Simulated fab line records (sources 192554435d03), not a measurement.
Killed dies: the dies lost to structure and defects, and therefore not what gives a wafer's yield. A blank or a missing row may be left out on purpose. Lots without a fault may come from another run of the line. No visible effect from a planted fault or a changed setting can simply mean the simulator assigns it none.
Matching of chambers	flow n5Finfet	4 sister chambers for N5_HKMG_FIN_ALD_36 on aldMetal-01
The step deposits TiN, target thk 1 nm, pulse time 1 s, purge time 3 s. 4 wafers are shown with their chamber, then 7 later ones without.

== WAFERS, EACH WITH ITS CHAMBER ==
wafer	chamber	heaterPowerOuterW (W)
L521.5	0	578
L523.1	2	481
L523.2	3	476
L523.6	1	683

== WAFERS WITHOUT THEIR CHAMBER ==
wafer	heaterPowerOuterW (W)
L525.1	485
L525.2	594
L525.6	684
L528.1	479
L528.3	688
L534.1	586
L534.4	480

== WHICH CHAMBER EACH ONE RAN IN ==
wafer	from the rows above	in truth
L525.1	can't be placed: 2 or 3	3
L525.2	0	0
L525.6	1	1
L528.1	can't be placed: 2 or 3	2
L528.3	1	1
L534.1	0	0
L534.4	can't be placed: 2 or 3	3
Correctly placed: 4 of 7. From these rows, 3 cannot be placed; in 3 the true chamber is one of the candidates. Placed wrongly: 0.
How it was worked out, from the rows above alone: a wafer's distance from a chamber is the root of the sum, over the readings, of the square of ((its reading less the chamber's mean) divided by the reading's scatter). If the next closest chamber is less than 2 further off than the closest, the wafer can't be placed; otherwise it belongs to the closest. Each chamber's mean is taken over the wafers shown for it. The scatter (one wafer shown for each chamber): square how far every hidden wafer sits from the nearest shown wafer, average those squares and take the square root.
